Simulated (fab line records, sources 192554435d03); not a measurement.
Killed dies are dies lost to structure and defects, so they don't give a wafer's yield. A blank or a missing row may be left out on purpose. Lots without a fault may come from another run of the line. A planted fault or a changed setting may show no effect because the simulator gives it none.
Split-lot experiment | flow n5_finfet | 7 lots, 21 wafers read, on a route of 1938 steps

THE SPLIT
At N5_SDB_STRIP_22 (strips in N2/H2), the setting power_w was moved away from the recipe's 1000 W on 6 of the 21 wafers read, by -12.1% to +17.1%. The other wafers ran this setting at the recipe's value.

The reading is taken at the split's own step.

THE READING
oes_product_au, in a.u., at N5_SDB_STRIP_22 (strips in N2/H2). Fault-free wafers of this fab line usually give 0.714 a.u., standard deviation 0.0044 a.u..

wafer  | tool, chamber at the split | power_w as run, W | against the recipe | oes_product_au, a.u. | against lot-mates on the recipe
L074.2 | plasma_asher-01, 1         | 879.5             | -12.1%             | 0.689                | -0.021
L074.3 | plasma_asher-01, 0         | 1000              | recipe             | 0.710                | -
L074.4 | plasma_asher-01, 1         | 1000              | recipe             | 0.709                | -
L075.4 | plasma_asher-02, 1         | 1000              | recipe             | 0.720                | -
L075.5 | plasma_asher-02, 1         | 1000              | recipe             | 0.710                | -
L075.6 | plasma_asher-02, 0         | 1000              | recipe             | 0.711                | -
L078.1 | plasma_asher-02, 1         | 1000              | recipe             | 0.710                | -
L078.2 | plasma_asher-02, 0         | 909.4             | -9.1%              | 0.687                | -0.024
L078.5 | plasma_asher-02, 0         | 1000              | recipe             | 0.713                | -
L080.2 | plasma_asher-01, 1         | 1171              | +17.1%             | 0.748                | +0.043
L080.5 | plasma_asher-01, 0         | 1171              | +17.1%             | 0.746                | +0.041
L080.6 | plasma_asher-01, 1         | 1000              | recipe             | 0.705                | -
L086.2 | plasma_asher-01, 1         | 1000              | recipe             | 0.722                | -
L086.3 | plasma_asher-01, 1         | 1000              | recipe             | 0.710                | -
L086.5 | plasma_asher-01, 1         | 1000              | recipe             | 0.717                | -
L092.1 | plasma_asher-02, 1         | 1000              | recipe             | 0.718                | -
L092.5 | plasma_asher-02, 0         | 1000              | recipe             | 0.718                | -
L092.6 | plasma_asher-02, 1         | 915.1             | -8.5%              | 0.701                | -0.017
L093.1 | plasma_asher-01, 0         | 1000              | recipe             | 0.716                | -
L093.2 | plasma_asher-01, 1         | 1073              | +7.3%              | 0.722                | +0.006
L093.6 | plasma_asher-01, 0         | 1000              | recipe             | 0.716                | -

THE FIT
A straight line over all 21 wafers: oes_product_au changes by +0.00198 a.u. for each +1% of power_w; r = +0.94; the points scatter about the line by 0.0049 a.u..
The same after taking each lot's own level away (the mean of its wafers on the recipe; 21 wafers): +0.00223 a.u. for each +1%; r = +0.97; scatter 0.0042 a.u..
On that fit, the largest move of power_w shifts the reading by 0.038 a.u..
The lots' own levels span 0.7050 to 0.7180 a.u., that is 3.0 times the standard deviation above.
So the lot-to-lot level changes the slope: the two fits differ.
Check: with one of the wafers moved furthest among these (+17.1%) left out of the fit, the line predicts +0.0358 a.u. for it against its lot-mates. It came out at +0.043 a.u. against them.
Tool readings at the split's step, against how far the setting was moved: oes_product_au r = +0.94; strip_time_to_endpoint_s r = -0.99.

THE WHOLE CHAIN: every reading that the file lists as answering this split, in the file's order
step            | what it does    | reading                  | change (the file's fit)                   | r (the file's)
N5_SDB_STRIP_22 | strips in N2/H2 | oes_product_au           | +0.00214 a.u. for each +1% of the setting | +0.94
N5_SDB_STRIP_22 | strips in N2/H2 | strip_time_to_endpoint_s | withheld for each +1% of the setting      | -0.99

THE FILE'S OWN FIT
oes_product_au changes by +0.00214 a.u. for each +1% of power_w, r = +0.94.
